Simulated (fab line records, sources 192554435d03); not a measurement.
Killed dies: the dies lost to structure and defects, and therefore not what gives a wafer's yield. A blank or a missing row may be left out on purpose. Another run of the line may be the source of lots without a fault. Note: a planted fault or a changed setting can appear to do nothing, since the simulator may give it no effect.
Comparing a struck lot with a sound one	flow n5Finfet	24 steps out of a route of 1938
Sound: wafers L414.2, L414.3, L414.5. Struck: wafers L406.2, L406.4, L406.5. The cause comes at the end.
For every step that has rows: the tool of each side, followed by ch and its chambers, followed by its first start. Under that, the readings that differ: sound wafers	struck wafers	difference of the means	sigmas: that difference in standard deviations of wafers without a fault.
alike: words and numbers the same on both sides, and readings whose means are apart by under 2 such deviations; not compared: readings that were withheld, readings missing a value for some wafer, numbers with overlapping values and no deviation given by the record, and bounds like >300 which may hide the same value.
The two part at a step that has a row with sigmas, a row that says differs or no value, or rows on one side only. When numbers do not overlap yet have no deviation, they are printed without sigmas and do not part them. A reading missing from all wafers of one side parts the sides only when that side holds two or more wafers.

first, 8 steps without rows for these wafers: N5_BEOL_M9_ANNEAL_51 (time 90 s); N5_BEOL_M9_CMP_52 (polishes, stops on SiCOH lowk, t overpolish 7 s, target thk 140 nm); N5_BEOL_M9_PRE_CLEAN_55 (time 15 s); N5_BEOL_M9_DEP_56 (deposits SiCN from 3MS/NH3, target thk 15 nm, time 26.5 s); N5_BEOL_M10_ILD_DEP_00 (deposits SiCOH lowk from DEMS/porogen, target thk 308.51 nm, time 58 s); N5_BEOL_M10_CURE_71 (cures SiCOH lowk, time 240 s); N5_BEOL_M10_PECVD_70 (deposits SiO2 from TEOS/O2, target thk 20 nm, time 22.7 s); N5_BEOL_M10_HM_DEP_02 (deposits TiN, target thk 20 nm).
N5_BEOL_M10_COAT_59: time 60 s, resist thk 100 nm.
  sound on lithoTrack-01 ch 0, day 15 04:10; struck on lithoTrack-04 ch 0, day 12 16:46
reading	sound	struck	difference	sigmas
spinSpeedRpm (rpm)	1500.4 1499.9 1500.6	1705.6 1705.5 1705.8	+205.3	+99 or more
model.SOC_of_BEOL_M10_COAT_59.thkNm (nm)	100.2 100 100.2	94 94.2 94.2	-6	
  alike: chillPlateTempC
then, 9 steps without rows for these wafers: N5_BEOL_M10_COAT_60 (time 60 s, resist thk 30 nm); N5_BEOL_M10_COAT_05 (resist thk 90 nm); N5_BEOL_M10_EBR_07; N5_BEOL_M10_SOFTBAKE_06 (time 60 s); N5_BEOL_M10_EXPOSE_08 (exposes mask M10); N5_BEOL_M10_PEB_09 (peb time 60 s); N5_BEOL_M10_DEVELOP_10 (develop time 30 s); N5_BEOL_M10_DESCUM_16 (chemistry O2, time 7.9 s); N5_BEOL_M10_ETCH_61 (etches SiARC in CF4, target depth 39 nm, time 65 s).
N5_BEOL_M10_ETCH_62: etches SOC in N2/H2, target depth 110 nm, overetch 22 nm, time 165 s.
  sound on rieDiel-05 ch 2,3, day 15 04:43; struck on rieDiel-05 ch 0,1,3, day 12 17:19
reading	sound	struck	difference	sigmas
model.etch.depthNm (nm)	100.3 99.99 100.2	94.01 94.26 94.23	-6.00	
  alike: drypumpMotorCurrentA, oesProductAu, rfVppV, showerheadPlenumPTorr, throttleValvePct
  not compared: rfHoursCounterH
then, 2 steps without rows for these wafers: N5_BEOL_M10_STRIP_68 (strips in N2/H2); N5_BEOL_M10_STRIP_67 (strips in CF4).
N5_BEOL_M10_HM_OPEN_17: chemistry Cl2/BCl3, target TiN, target depth 20 nm, overetch 6 nm.
  sound on rieMetal-01 ch 0,1, day 15 04:54; struck on rieMetal-03 ch 1, day 12 17:32
reading	sound	struck	difference	sigmas
model.SOC_of_BEOL_M10_COAT_59.thkNm (nm)	91.8 92.6 91.8	86 86.4 86.2	-6	
  alike: drypumpMotorCurrentA, oesProductAu, throttleValvePct
  not compared: rfHoursCounterH
then, 1 step without rows for these wafers: N5_BEOL_M10_STRIP_19 (strips in O2).
-- the record jumps here: 2 days lie between the struck wafers' starts before and after (it left off in module BEOL_M10 and takes up again in module PASSIVATION, whose first step shown is number 1936 of the route) --
N5_PASSIVATION_PROBE_49:
  sound on prober-01 at day 17 15:38; struck on prober-02 at day 15 03:48
reading	sound	struck	difference	sigmas
killed_at_M0_to_M3	46 51 61	34 24 38	-21	-2
  alike: defectLimitedYield, killed_at_M4_up, killedAtContacts, killedAtFrontEnd, killedAtOther, killedDies, killedOpen, killedShort, sort_bin_5_function, sort_bin_6_memory, sort_bin_8_speed, sortNPass, sortYieldPct

## WHERE THEY PART
Earliest at N5_BEOL_M10_COAT_59; latest, in this record, at N5_PASSIVATION_PROBE_49.

WHY: whatever the simulator had introduced
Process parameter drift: lithoTrack-04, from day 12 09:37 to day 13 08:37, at N5_BEOL_M10_COAT_59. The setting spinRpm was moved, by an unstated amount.
